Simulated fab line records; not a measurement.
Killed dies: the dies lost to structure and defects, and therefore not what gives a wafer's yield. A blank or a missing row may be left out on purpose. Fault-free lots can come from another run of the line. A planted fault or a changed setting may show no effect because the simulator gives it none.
fab line records	flow nand-harc
record lots=24	wafers=72	last-day=33
route steps=1302 shown A_STAIRCASE@750
lots with no fault: from the same line, run without faults
start-h: start of the lot's first displayed wafer, in hours after the record's first day	wait-h: hours from the lot's prior step to this one	" unchanged from the row above	L1.1+2: several wafers, shown together as one row	- either no value or no given start	* or withheld: withheld	< > ~ a bound
route shown NAME@n: names a module that has steps shown in the file, with the first one's number in the route	usual: average and standard deviation across the fault-free wafers	same: alike in all rows	chamber/n: place in a boat	sites: readings site by site	_std_site: how widely they spread, as a standard deviation	_edge_site: mean of outer sites minus mean of inner sites	radius-mm: how far each site lies from the wafer's centre	mask NAME#n: copy n	behind: the most recent tool/chamber to have shaped the wafer	hold: reason for holding the lot/hours on hold/outcome of the hold	device: the transistor (n, p or np) that didn't switch	end of line: the tests these same wafers got at the end of their route	where a step has no rows: the recipe by itself	killed: the dies lost at the first sort to structure and to defects; this is not the yield of the wafer	map: the dies of a wafer, with x for killed, . for not killed, _ for no die there
set.NAME: the setting that was run; set.NAME@STEP: the one run at that earlier step	model.NAME: the simulator's own value behind a step, which no gauge read
the route's steps for a sample of lots (tables are steps, rows are wafers)
services: a tool's chamber out of use, with start hour (start-h, from the record's first day; less than 0 if before it), hours out, and reason
## steps
# step NHARC_A_STAIRCASE_ETCH_236
# recipe target-depth-a=1000	time-s=40.5	ion-energy-ev=400	c4f8-flow-sccm=20	o2-flow-sccm=10	ar-flow-sccm=withheld	rf-w=600	bias-w=1000	chemistry=C4F8/O2
# usual oes-product-au=0.941/0.012	rf-fwd-power-W=592.6/2.9	rf-vpp-V=893/4.8
lot.wafer	tool	chamber	start-h	wait-h	oes-product-au	rf-fwd-power-W	rf-hours-counter-h	rf-vpp-V
L074.1	rie-diel-05	1	-	-	0.942	591.8	35	890
L074.4	"	2	"	"	0.940	594.8	36	899
L074.5	"	1	"	"	0.948	592.9	-	892
L075.1	rie-diel-04	0	-	-	0.947	591.2	1	899
L075.5	"	2	"	"	0.946	595.4	-	894
L075.6	"	3	"	"	0.934	593.3	-	888
L076.3	rie-diel-04	2	-	-	0.958	592.9	4	893
L076.4	"	3	"	"	0.935	592.3	4	887
L076.2	"	0	"	"	0.968	593.3	4	898
L078.3	rie-diel-05	2	-	-	0.931	595.2	47	899
L078.1	"	3	"	"	0.933	593.6	46	889
L078.5	"	2	"	"	0.933	594.4	-	898
L077.2	rie-diel-05	2	-	-	0.949	594.3	48	897
L077.6	"	1	"	"	0.936	593.3	-	891
L077.5	"	2	"	"	0.945	596.0	-	897
L079.3	rie-diel-04	1	-	-	0.947	595.2	20	897
L079.6	"	1	"	"	0.953	594.9	-	896
L079.5	"	2	"	"	0.932	598.0	-	893
L081.2	rie-diel-05	3	-	-	0.936	591.8	9	888
L081.1	"	0	"	"	0.934	596.5	7	889
L081.3	"	2	"	"	0.934	592.3	8	897
L080.4	rie-diel-04	2	-	-	0.952	596.6	24	892
L080.6	"	2	"	"	0.947	594.8	-	893
L080.5	"	3	"	"	0.928	590.1	-	886
L082.3	rie-diel-05	2	-	-	0.950	595.9	11	898
L082.4	"	1	"	"	0.917	591.7	7	889
L082.5	"	3	"	"	0.934	592.2	-	888
L083.1	rie-diel-11	3	-	-	0.938	591.9	3	904
L083.4	"	0	"	"	0.924	586.5	4	893
L083.6	"	2	"	"	0.946	587.4	-	888
L084.3	rie-diel-04	2	-	-	0.933	594.2	32	892
L084.2	"	3	"	"	0.927	592.2	32	888
L084.6	"	1	"	"	0.949	592.1	-	895
L085.3	rie-diel-11	2	-	-	0.945	582.8	9	887
L085.2	"	0	"	"	0.933	590.0	13	892
L085.4	"	1	"	"	0.933	594.1	10	892
L086.1	rie-diel-11	1	-	-	0.952	594.5	11	892
L086.4	"	3	"	"	0.946	590.5	13	904
L086.6	"	1	"	"	0.945	593.0	-	892
L087.4	rie-diel-04	3	-	-	0.938	592.0	39	886
L087.2	"	2	"	"	0.947	594.8	38	893
L087.5	"	0	"	"	0.951	592.4	-	899
L088.2	rie-diel-05	1	-	-	0.923	591.1	32	888
L088.3	"	2	"	"	0.934	590.6	38	897
L088.5	"	2	"	"	0.937	592.1	-	895
L089.3	rie-diel-04	1	-	-	0.939	593.5	54	896
L089.4	"	0	"	"	0.957	593.3	55	898
L089.5	"	2	"	"	0.935	598.5	-	892
L091.4	rie-diel-04	1	-	-	0.942	596.5	57	896
L091.1	"	2	"	"	0.937	594.9	51	892
L091.3	"	3	"	"	0.930	592.2	51	886
L090.1	rie-diel-05	0	-	-	0.943	593.7	35	889
L090.3	"	3	"	"	0.956	590.7	39	889
L090.6	"	0	"	"	0.952	594.7	-	889
L094.4	rie-diel-05	0	-	-	0.944	595.2	43	888
L094.1	"	2	"	"	0.964	592.6	51	896
L094.5	"	0	"	"	0.957	594.1	-	887
L092.1	rie-diel-11	0	-	-	0.923	586.4	41	893
L092.2	"	1	"	"	0.917	593.5	38	892
L092.5	"	3	"	"	0.943	589.2	-	902
L093.3	rie-diel-05	0	-	-	0.952	593.4	44	889
L093.6	"	3	"	"	0.959	592.6	-	887
L093.5	"	0	"	"	0.953	597.2	-	887
L096.1	rie-diel-11	2	-	-	0.935	587.9	40	886
L096.6	"	0	"	"	0.917	588.1	-	893
L096.5	"	1	"	"	0.923	591.4	-	892
L095.2	rie-diel-05	1	-	-	0.923	592.8	50	890
L095.6	"	0	"	"	0.944	596.7	-	888
L095.5	"	1	"	"	0.915	590.3	-	891
L097.1	rie-diel-04	0	-	-	0.957	590.1	13	897
L097.4	"	1	"	"	0.929	594.1	12	895
L097.5	"	1	"	"	0.937	594.8	-	896
# step NHARC_A_STAIRCASE_DEP_259
# recipe target-thk-a=300	target-thk-nm=30	temp-c=400	pressure-torr=3.5	flow-sccm=200	rf-w=350	material=SiON
# usual heater-power-w=708/130	rf-fwd-power-W=349.1/1.1
lot.wafer	tool	chamber	start-h	wait-h	heater-power-w	rf-fwd-power-W
L074.1	pecvd-01	0	364.46	1.6	993	350.5
L074.5	"	1	"	"	687	348.4
L074.4	"	0	"	"	985	351.0
L075.1	pecvd-02	2	373.95	1.6	643	349.5
L075.6	"	1	"	"	837	350.7
L075.5	"	0	"	"	643	348.5
L076.2	pecvd-01	0	383.81	1.3	908	347.7
L076.3	"	1	"	"	714	350.4
L076.4	"	0	"	"	901	348.3
L078.1	pecvd-03	2	402.53	1.6	860	348.3
L078.3	"	1	"	"	765	348.2
L078.5	"	1	"	"	753	349.8
L077.2	pecvd-02	1	405.63	1.3	831	349.7
L077.5	"	0	"	"	623	348.8
L077.6	"	2	"	"	680	349.3
L079.3	pecvd-02	1	422.79	1.0	784	348.2
L079.5	"	0	"	"	643	350.1
L079.6	"	2	"	"	705	348.0
L081.2	pecvd-02	2	441.75	1.2	706	348.8
L081.1	"	0	"	"	627	350.9
L081.3	"	1	"	"	847	348.7
L080.4	pecvd-01	2	446.19	0.7	603	350.1
L080.5	"	2	"	"	631	349.4
L080.6	"	0	"	"	988	350.1
L082.3	pecvd-03	1	449.84	1.0	715	349.4
L082.5	"	0	"	"	511	350.8
L082.4	"	1	"	"	696	350.7
L083.1	pecvd-02	0	458.84	1.7	621	348.9
L083.4	"	2	"	"	748	348.3
L083.6	"	0	"	"	617	348.6
L084.2	pecvd-02	0	467.34	1.3	639	349.6
L084.3	"	0	"	"	641	350.4
L084.6	"	1	"	"	737	348.6
L085.3	pecvd-01	1	477.27	1.1	635	348.4
L085.2	"	0	"	"	927	349.2
L085.4	"	0	"	"	940	349.4
L086.1	pecvd-01	2	480.03	1.6	580	349.5
L086.4	"	2	"	"	577	348.3
L086.6	"	0	"	"	908	347.9
L087.2	pecvd-02	0	482.04	1.4	584	347.6
L087.5	"	0	"	"	578	349.3
L087.4	"	1	"	"	816	348.5
L088.3	pecvd-03	2	531.76	0.9	861	348.1
L088.2	"	1	"	"	621	348.9
L088.5	"	2	"	"	864	347.3
L089.3	pecvd-01	0	535.84	0.9	925	346.6
L089.4	"	0	"	"	911	349.3
L089.5	"	2	"	"	468	348.8
L091.3	pecvd-02	0	537.90	1.1	635	349.6
L091.1	"	1	"	"	830	349.1
L091.4	"	0	"	"	628	348.0
L090.3	pecvd-03	1	539.58	1.0	676	349.2
L090.1	"	0	"	"	577	349.2
L090.6	"	0	"	"	581	347.5
L094.1	pecvd-02	2	564.01	1.6	697	350.2
L094.4	"	0	"	"	629	348.2
L094.5	"	0	"	"	614	347.7
L092.1	pecvd-03	2	564.37	1.6	731	350.2
L092.2	"	0	"	"	544	348.5
L092.5	"	1	"	"	799	350.2
L093.3	pecvd-02	1	567.74	1.0	747	348.3
L093.6	"	1	"	"	772	348.3
L093.5	"	2	"	"	752	350.9
L096.1	pecvd-01	1	580.55	1.6	782	348.9
L096.5	"	1	"	"	783	349.8
L096.6	"	2	"	"	571	350.9
L095.2	pecvd-01	2	582.45	1.3	472	348.8
L095.6	"	1	"	"	781	348.1
L095.5	"	2	"	"	476	350.0
L097.1	pecvd-01	1	595.68	1.6	754	348.3
L097.4	"	1	"	"	735	347.7
L097.5	"	0	"	"	840	348.3
# step NHARC_A_STAIRCASE_ETCH_271
# recipe cf4-flow-sccm=100	chf3-flow-sccm=30	ar-flow-sccm=0	rf-w=500	bias-w=200	chemistry=CF4/CHF3
# usual drypump-motor-current-A=5.9/0.46	oes-product-au=0.955/0.02	rf-fwd-power-W=496.7/1.6	rf-vpp-V=369.3/2.2	showerhead-plenum-p-Torr=1.53/0.061	throttle-valve-pct=16.802/0.0094
lot.wafer	tool	chamber	start-h	wait-h	drypump-motor-current-A	oes-product-au	rf-fwd-power-W	rf-hours-counter-h	rf-vpp-V	showerhead-plenum-p-Torr	throttle-valve-pct
L074.1	rie-diel-11	1	365.47	0.1	5.8	0.907	497.4	37	369.7	1.53	16.791
L074.4	"	3	"	"	5.4	0.919	496.1	31	374.5	1.69	16.794
L074.5	"	1	"	"	5.8	0.922	497.9	-	369.7	1.53	16.790
L075.1	rie-diel-04	2	375.00	0.1	5.6	0.958	496.2	2	368.9	1.54	16.804
L075.5	"	2	"	"	5.6	0.963	496.2	-	369.3	1.54	16.804
L075.6	"	3	"	"	5.6	0.951	497.0	-	365.6	1.47	16.802
L076.4	rie-diel-05	1	384.86	0.1	5.3	0.967	495.8	40	367.8	1.51	16.806
L076.2	"	2	"	"	6.2	0.950	495.9	43	370.8	1.60	16.802
L076.3	"	3	"	"	5.7	0.965	499.1	41	369.8	1.49	16.811
L078.3	rie-diel-05	2	403.47	0.1	6.2	0.950	493.7	49	371.5	1.60	16.782
L078.1	"	1	"	"	5.3	0.965	495.7	49	369.7	1.51	16.788
L078.5	"	3	"	"	5.8	0.963	497.4	-	367.4	1.49	16.811
L077.2	rie-diel-05	0	406.57	0.1	6.7	0.972	496.6	50	367.8	1.48	16.797
L077.6	"	1	"	"	5.3	0.955	496.0	-	368.3	1.51	16.802
L077.5	"	2	"	"	6.2	0.957	499.2	-	371.1	1.60	16.803
L079.3	rie-diel-04	3	424.67	0.2	5.6	0.926	498.0	22	367.6	1.47	16.812
L079.5	"	0	"	"	6.6	0.934	496.3	-	371.8	1.60	16.815
L079.6	"	1	"	"	5.7	0.936	496.6	-	372.4	1.58	16.839
L081.2	rie-diel-11	0	442.81	0.1	6.3	0.944	495.3	0	368.8	1.55	16.810
L081.1	"	1	"	"	5.8	0.981	495.1	0	367.8	1.52	16.798
L081.3	"	3	"	"	5.4	0.952	498.0	0	373.5	1.68	16.798
L080.4	rie-diel-11	2	447.25	0.1	5.5	0.970	492.0	1	367.3	1.47	16.819
L080.6	"	2	"	"	5.5	0.971	495.8	-	367.4	1.47	16.796
L080.5	"	3	"	"	5.4	0.968	496.8	-	374.2	1.68	16.791
L082.4	rie-diel-04	3	450.75	0.1	5.6	0.982	497.8	29	366.2	1.47	16.797
L082.3	"	1	"	"	5.7	0.969	496.3	32	370.4	1.58	16.806
L082.5	"	3	"	"	5.6	0.963	498.3	-	367.6	1.47	16.802
L083.4	rie-diel-05	0	459.87	0.1	6.7	0.963	497.2	14	368.3	1.48	16.797
L083.1	"	1	"	"	5.3	0.954	496.8	10	368.5	1.50	16.794
L083.6	"	3	"	"	5.8	0.949	499.5	-	367.4	1.48	16.793
L084.3	rie-diel-04	2	468.45	0.1	5.6	0.923	497.1	34	369.8	1.53	16.808
L084.2	"	1	"	"	5.7	0.940	497.3	37	369.9	1.58	16.799
L084.6	"	2	"	"	5.6	0.926	498.3	-	368.8	1.53	16.799
L085.3	rie-diel-05	0	478.33	0.1	6.7	0.997	495.2	21	365.6	1.48	16.813
L085.4	"	2	"	"	6.2	0.978	497.4	22	370.0	1.59	16.793
L085.2	"	3	"	"	5.8	0.975	498.4	23	366.3	1.48	16.796
L086.1	rie-diel-04	1	481.07	0.1	5.7	0.945	498.3	43	370.8	1.58	16.800
L086.4	"	3	"	"	5.6	0.970	497.9	40	365.6	1.46	16.784
L086.6	"	2	"	"	5.5	0.978	495.8	-	368.7	1.53	16.806
L087.2	rie-diel-05	0	483.08	0.1	6.7	0.962	496.5	22	367.4	1.48	16.802
L087.4	"	1	"	"	5.3	0.941	496.0	19	368.2	1.50	16.804
L087.5	"	1	"	"	5.3	0.934	495.0	-	368.6	1.50	16.811
L088.2	rie-diel-04	1	532.92	0.1	5.6	0.962	496.5	56	371.1	1.57	16.803
L088.3	"	2	"	"	5.6	0.938	497.0	50	367.8	1.53	16.818
L088.5	"	0	"	"	6.6	0.976	497.8	-	370.4	1.59	16.784
L089.4	rie-diel-05	2	537.04	0.2	6.2	0.947	496.9	41	369.9	1.59	16.788
L089.3	"	3	"	"	5.8	0.945	496.9	39	367.1	1.48	16.809
L089.5	"	3	"	"	5.8	0.954	497.6	-	366.0	1.48	16.794
L091.4	rie-diel-11	2	539.07	0.2	5.5	0.970	495.1	28	368.4	1.47	16.813
L091.1	"	3	"	"	5.3	0.956	496.2	30	373.4	1.68	16.802
L091.3	"	1	"	"	5.8	0.928	496.1	26	369.5	1.52	16.800
L090.3	rie-diel-05	2	540.76	0.1	6.2	0.919	497.9	43	370.5	1.59	16.797
L090.1	"	3	"	"	5.7	0.908	497.9	40	367.8	1.48	16.818
L090.6	"	2	"	"	6.2	0.926	497.1	-	370.2	1.59	16.796
L094.4	rie-diel-04	1	565.06	0.1	5.6	0.947	496.1	7	370.3	1.57	16.813
L094.1	"	2	"	"	5.5	0.950	497.3	7	368.7	1.53	16.807
L094.5	"	1	"	"	5.6	0.956	497.8	-	370.9	1.57	16.801
L092.2	rie-diel-11	0	565.49	0.1	6.3	0.953	492.9	43	370.3	1.54	16.802
L092.1	"	2	"	"	5.5	0.987	494.5	38	367.8	1.46	16.810
L092.5	"	1	"	"	5.8	0.963	496.0	-	366.5	1.51	16.810
L093.3	rie-diel-05	0	572.46	0.1	6.7	0.932	495.3	46	366.9	1.47	16.809
L093.6	"	0	"	"	6.7	0.930	494.1	-	368.9	1.47	16.798
L093.5	"	1	"	"	5.3	0.918	497.3	-	367.0	1.49	16.817
L096.1	rie-diel-05	2	581.71	0.1	6.2	0.980	496.8	56	369.7	1.59	16.800
L096.6	"	1	"	"	5.3	0.956	495.9	-	367.5	1.49	16.807
L096.5	"	2	"	"	6.2	0.979	497.3	-	370.4	1.59	16.816
L095.2	rie-diel-05	2	583.56	0.1	6.2	0.970	495.5	57	371.0	1.59	16.797
L095.5	"	2	"	"	6.2	0.973	494.8	-	370.1	1.59	16.796
L095.6	"	3	"	"	5.7	0.965	495.6	-	366.9	1.47	16.789
L097.4	rie-diel-04	2	596.75	0.1	5.6	0.967	496.1	19	369.1	1.53	16.794
L097.1	"	0	"	"	6.6	0.963	497.4	21	370.3	1.58	16.806
L097.5	"	2	"	"	5.6	0.964	497.2	-	370.8	1.52	16.805
# step NHARC_A_STAIRCASE_ALD_420
# recipe target-thk-a=200	pulse-time-s=6	ald-cycles=200	temp-c=300	material=SiO2
# usual heater-power-w=456/35	precursor-pulse-height-rel=0.999/0.019
lot.wafer	tool	chamber	start-h	wait-h	heater-power-w	precursor-pulse-height-rel
L074.4	ald-hk-02	0	385.43	-	489	0.949
L074.1	"	1	"	"	438	1.008
L074.5	"	2	"	"	502	1.005
L075.1	ald-hk-01	0	393.45	-	454	0.981
L075.6	"	1	"	"	457	0.980
L075.5	"	2	"	"	446	1.015
L076.2	ald-hk-02	2	403.59	-	512	0.961
L076.3	"	3	"	"	388	1.005
L076.4	"	1	"	"	423	1.006
L077.2	ald-hk-03	0	432.25	-	413	1.026
L077.5	"	3	"	"	439	0.999
L077.6	"	0	"	"	422	0.998
L078.3	ald-hk-01	0	432.41	-	444	0.995
L078.1	"	1	"	"	444	1.001
L078.5	"	3	"	"	465	0.985
L079.3	ald-hk-02	0	443.14	-	491	1.034
L079.6	"	0	"	"	482	1.005
L079.5	"	1	"	"	432	0.977
L081.2	ald-hk-01	0	466.49	0.3	461	0.970
L081.3	"	1	"	"	444	0.996
L081.1	"	2	"	"	464	0.993
L080.4	ald-hk-02	0	471.02	-	478	1.013
L080.5	"	2	"	"	514	1.000
L080.6	"	3	"	"	387	1.012
L082.3	ald-hk-02	3	473.13	-	380	0.979
L082.4	"	0	"	"	500	1.018
L082.5	"	3	"	"	382	1.011
L083.4	ald-hk-02	0	479.62	-	485	0.956
L083.1	"	1	"	"	441	0.983
L083.6	"	0	"	"	485	1.026
L084.2	ald-hk-03	3	493.45	-	450	0.995
L084.3	"	2	"	"	472	0.985
L084.6	"	0	"	"	403	0.990
L086.4	ald-hk-03	2	509.26	-	462	1.009
L086.1	"	0	"	"	419	1.006
L086.6	"	1	"	"	491	1.012
L085.3	ald-hk-01	2	509.27	-	458	1.015
L085.4	"	3	"	"	461	1.018
L085.2	"	0	"	"	450	1.005
L087.2	ald-hk-03	3	511.80	-	441	0.977
L087.4	"	0	"	"	418	1.006
L087.5	"	2	"	"	465	0.992
L088.3	ald-hk-02	2	553.87	-	513	0.994
L088.2	"	0	"	"	501	0.999
L088.5	"	3	"	"	402	1.012
L089.3	ald-hk-03	1	558.00	-	488	0.991
L089.4	"	0	"	"	418	0.974
L089.5	"	1	"	"	477	0.979
L091.4	ald-hk-01	1	560.34	-	453	0.979
L091.1	"	2	"	"	470	0.999
L091.3	"	3	"	"	465	1.016
L090.3	ald-hk-03	3	560.35	-	445	0.985
L090.1	"	1	"	"	484	1.009
L090.6	"	2	"	"	468	0.981
L094.1	ald-hk-02	0	585.92	-	501	0.975
L094.4	"	1	"	"	471	0.980
L094.5	"	0	"	"	492	0.975
L092.1	ald-hk-03	0	586.95	-	453	0.972
L092.2	"	1	"	"	445	1.006
L092.5	"	1	"	"	454	0.994
L093.3	ald-hk-03	2	600.09	-	490	1.027
L093.6	"	2	"	"	498	0.996
L093.5	"	3	"	"	412	0.979
L095.2	ald-hk-02	3	609.05	-	403	1.015
L095.6	"	2	"	"	515	1.012
L095.5	"	3	"	"	400	1.018
L096.1	ald-hk-01	2	609.22	-	466	0.980
L096.6	"	0	"	"	450	0.999
L096.5	"	1	"	"	458	0.986
L097.1	ald-hk-01	0	621.17	-	448	1.011
L097.4	"	2	"	"	466	1.008
L097.5	"	3	"	"	456	1.020
# step NHARC_A_STAIRCASE_DEP_471
# recipe target-thk-a=1000	temp-c=400	pressure-torr=6.5	rf-w=900	teos-flow-sccm=161.4	flow-sccm=2650	target-thk-nm=100	gas=O2	material=SiO2
# usual heater-power-w=537/130	rf-fwd-power-W=896.1/2.9	throttle-valve-pct=16.1/0.33
lot.wafer	tool	chamber	start-h	wait-h	heater-power-w	rf-fwd-power-W	throttle-valve-pct
L075.1	pecvd-02	0	428.04	-	364	892.4	16.1
L075.5	"	0	"	"	370	892.8	16.2
L075.6	"	1	"	"	625	895.1	15.7
L074.1	pecvd-03	1	428.11	-	544	900.0	16.1
L074.4	"	1	"	"	559	902.0	16.3
L074.5	"	2	"	"	614	898.5	16.1
L076.2	pecvd-01	0	443.88	-	662	895.4	16.6
L076.4	"	2	"	"	398	889.8	15.7
L076.3	"	0	"	"	645	890.6	16.7
L077.2	pecvd-01	0	475.13	-	758	890.8	16.5
L077.6	"	0	"	"	765	895.5	16.9
L077.5	"	1	"	"	519	893.2	16.1
L078.3	pecvd-02	2	475.15	-	556	897.9	15.8
L078.1	"	1	"	"	588	897.2	15.9
L078.5	"	2	"	"	544	895.6	16.2
L079.3	pecvd-03	1	484.41	-	560	897.2	16.4
L079.5	"	0	"	"	379	896.5	16.1
L079.6	"	2	"	"	630	898.7	16.3
L081.2	pecvd-03	2	506.98	-	601	890.9	16.2
L081.3	"	0	"	"	376	896.4	16.8
L081.1	"	1	"	"	460	904.0	16.2
L080.4	pecvd-02	1	515.67	-	630	893.2	16.0
L080.5	"	2	"	"	443	896.7	15.8
L080.6	"	0	"	"	367	897.0	16.4
L082.3	pecvd-01	0	515.84	-	787	897.0	16.4
L082.5	"	2	"	"	367	892.2	16.1
L082.4	"	0	"	"	804	899.4	16.3
L083.1	pecvd-03	0	525.27	-	306	896.2	16.4
L083.4	"	0	"	"	314	900.7	16.0
L083.6	"	1	"	"	591	895.0	16.5
L084.2	pecvd-03	0	537.01	-	396	895.3	16.2
L084.3	"	2	"	"	697	896.5	16.4
L084.6	"	2	"	"	726	897.4	16.3
L087.2	pecvd-02	1	547.58	-	556	896.6	15.7
L087.4	"	2	"	"	557	895.4	16.3
L087.5	"	0	"	"	463	895.2	16.3
L086.1	pecvd-01	0	548.74	-	695	896.8	16.3
L086.6	"	0	"	"	711	896.4	16.3
L086.4	"	1	"	"	618	893.9	16.2
L085.3	pecvd-02	1	551.46	-	706	898.0	15.6
L085.2	"	2	"	"	535	895.2	16.1
L085.4	"	2	"	"	554	897.2	16.1
L089.3	pecvd-01	0	593.57	-	679	898.4	16.5
L089.5	"	1	"	"	574	894.8	15.9
L089.4	"	2	"	"	367	900.2	16.0
L088.3	pecvd-03	0	593.63	-	345	898.0	15.7
L088.2	"	1	"	"	556	895.6	16.3
L088.5	"	1	"	"	562	896.5	16.2
L091.3	pecvd-03	2	595.92	-	661	901.1	15.8
L091.1	"	0	"	"	362	901.4	15.5
L091.4	"	1	"	"	587	901.9	16.4
L090.3	pecvd-01	1	596.18	-	604	900.4	16.2
L090.1	"	2	"	"	373	895.7	16.3
L090.6	"	0	"	"	661	902.0	16.2
L094.1	pecvd-01	0	625.25	-	775	892.8	16.4
L094.5	"	2	"	"	351	897.0	16.3
L094.4	"	0	"	"	807	896.7	16.5
L092.1	pecvd-02	0	625.44	-	467	892.8	16.5
L092.2	"	1	"	"	609	893.0	15.2
L092.5	"	2	"	"	595	893.4	15.8
L093.3	pecvd-02	1	644.28	-	686	895.3	15.4
L093.6	"	2	"	"	556	897.9	15.8
L093.5	"	0	"	"	408	896.0	16.3
L095.2	pecvd-02	2	655.77	-	596	895.1	16.1
L095.5	"	1	"	"	699	893.1	15.3
L095.6	"	2	"	"	602	894.2	15.8
L096.1	pecvd-02	0	656.57	-	420	898.0	16.1
L096.5	"	2	"	"	569	896.6	15.8
L096.6	"	1	"	"	702	892.6	15.4
L097.1	pecvd-01	0	663.18	-	767	893.5	16.4
L097.5	"	2	"	"	322	894.8	15.9
L097.4	"	0	"	"	795	894.2	16.6
# step NHARC_A_STAIRCASE_CMP_472
# recipe material=SiO2
# usual motor-current-A=11.4/1	retaining-ring-pressure-frac=1.000/0.0047
lot.wafer	tool	chamber	start-h	wait-h	motor-current-A	retaining-ring-pressure-frac
L075.1	cmp-01	0	428.32	0.2	11.7	0.993
L075.6	"	0	"	"	11.8	0.996
L075.5	"	1	"	"	12.3	1.000
L074.1	cmp-03	0	428.38	0.2	12.2	0.997
L074.4	"	1	"	"	9.7	1.000
L074.5	"	1	"	"	9.7	0.996
L076.3	cmp-04	1	444.19	0.2	11.8	0.997
L076.4	"	2	"	"	12.9	0.995
L076.2	"	0	"	"	10.2	1.005
L077.2	cmp-04	2	475.43	0.3	11.8	1.008
L077.6	"	0	"	"	9.9	0.996
L077.5	"	1	"	"	12.0	1.001
L078.1	cmp-01	3	475.45	0.2	10.6	0.991
L078.3	"	0	"	"	11.8	1.005
L078.5	"	3	"	"	10.5	1.001
L079.3	cmp-01	0	484.65	0.2	11.7	1.005
L079.5	"	0	"	"	11.0	0.994
L079.6	"	1	"	"	11.8	1.002
L081.2	cmp-03	0	507.26	0.2	12.1	1.001
L081.3	"	2	"	"	12.8	0.997
L081.1	"	3	"	"	11.9	0.997
L080.4	cmp-01	1	515.85	0.2	11.8	0.998
L080.6	"	1	"	"	11.7	0.998
L080.5	"	2	"	"	11.0	1.001
L082.4	cmp-04	1	516.06	0.1	12.0	0.994
L082.3	"	2	"	"	12.5	1.002
L082.5	"	2	"	"	12.5	0.997
L083.4	cmp-03	1	525.54	0.2	9.8	0.999
L083.1	"	2	"	"	13.4	0.993
L083.6	"	1	"	"	9.1	1.001
L084.3	cmp-01	3	537.34	0.2	11.3	0.995
L084.2	"	0	"	"	11.6	0.993
L084.6	"	2	"	"	10.7	0.997
L087.4	cmp-04	2	547.88	0.2	12.5	1.005
L087.2	"	3	"	"	11.3	0.998
L087.5	"	1	"	"	11.9	0.994
L086.4	cmp-03	2	549.01	0.1	12.1	1.002
L086.1	"	3	"	"	11.5	1.000
L086.6	"	2	"	"	13.9	0.997
L085.3	cmp-04	2	551.73	0.2	11.6	1.002
L085.2	"	3	"	"	10.4	0.987
L085.4	"	0	"	"	9.6	0.996
L089.4	cmp-01	0	593.87	0.1	11.4	1.000
L089.3	"	1	"	"	12.0	0.996
L089.5	"	3	"	"	10.4	1.012
L088.3	cmp-04	3	593.93	0.3	10.8	0.995
L088.2	"	0	"	"	9.9	1.000
L088.5	"	3	"	"	10.9	0.991
L091.4	cmp-04	1	596.22	0.1	12.1	1.008
L091.1	"	2	"	"	12.4	1.001
L091.3	"	3	"	"	11.0	0.992
L090.3	cmp-01	0	596.46	0.2	11.5	0.998
L090.1	"	3	"	"	11.0	1.002
L090.6	"	1	"	"	11.9	0.999
L094.1	cmp-04	3	625.50	0.2	10.6	0.996
L094.4	"	2	"	"	12.9	0.998
L094.5	"	3	"	"	10.7	1.003
L092.2	cmp-03	1	625.73	0.2	10.0	1.006
L092.1	"	2	"	"	13.3	0.998
L092.5	"	1	"	"	10.0	1.004
L093.3	cmp-01	2	644.57	0.3	11.1	1.008
L093.6	"	1	"	"	11.2	1.003
L093.5	"	2	"	"	10.7	1.001
L095.2	cmp-04	0	656.07	0.3	9.8	0.995
L095.5	"	2	"	"	12.4	1.000
L095.6	"	3	"	"	11.2	1.000
L096.1	cmp-03	2	656.84	0.2	13.4	0.995
L096.5	"	1	"	"	9.9	1.001
L096.6	"	2	"	"	12.6	1.001
L097.1	cmp-04	2	663.42	0.2	11.5	1.009
L097.4	"	0	"	"	10.1	1.014
L097.5	"	2	"	"	12.4	1.004
## services
tool	chamber	start-h	hours	kind
rie-diel-04	-	357.72	9.0	pm
pecvd-03	-	366.56	13.0	pm
rie-diel-05	-	379.33	0.6	repair
rie-diel-05	2	387.19	2.6	repair
rie-diel-04	2	396.83	6.5	repair
rie-diel-05	-	406.66	9.0	pm
pecvd-02	-	409.01	13.0	pm
pecvd-03	-	419.24	0.4	repair
rie-diel-05	1	430.65	7.7	repair
pecvd-01	0	435.80	5.0	repair
rie-diel-04	3	453.51	2.3	repair
pecvd-01	-	453.75	2.0	repair
pecvd-02	2	464.17	6.2	repair
pecvd-01	-	492.07	13.0	pm
pecvd-02	0	510.27	3.6	repair
pecvd-03	-	510.30	13.2	repair
rie-diel-04	-	534.72	9.0	pm
pecvd-03	-	547.56	13.0	pm
pecvd-02	1	559.37	4.9	repair
pecvd-02	-	572.78	1.7	repair
rie-diel-05	-	583.66	9.0	pm
pecvd-02	-	590.01	13.0	pm
pecvd-03	2	598.88	3.7	repair
rie-diel-05	0	624.22	17.4	repair
## key
fault none
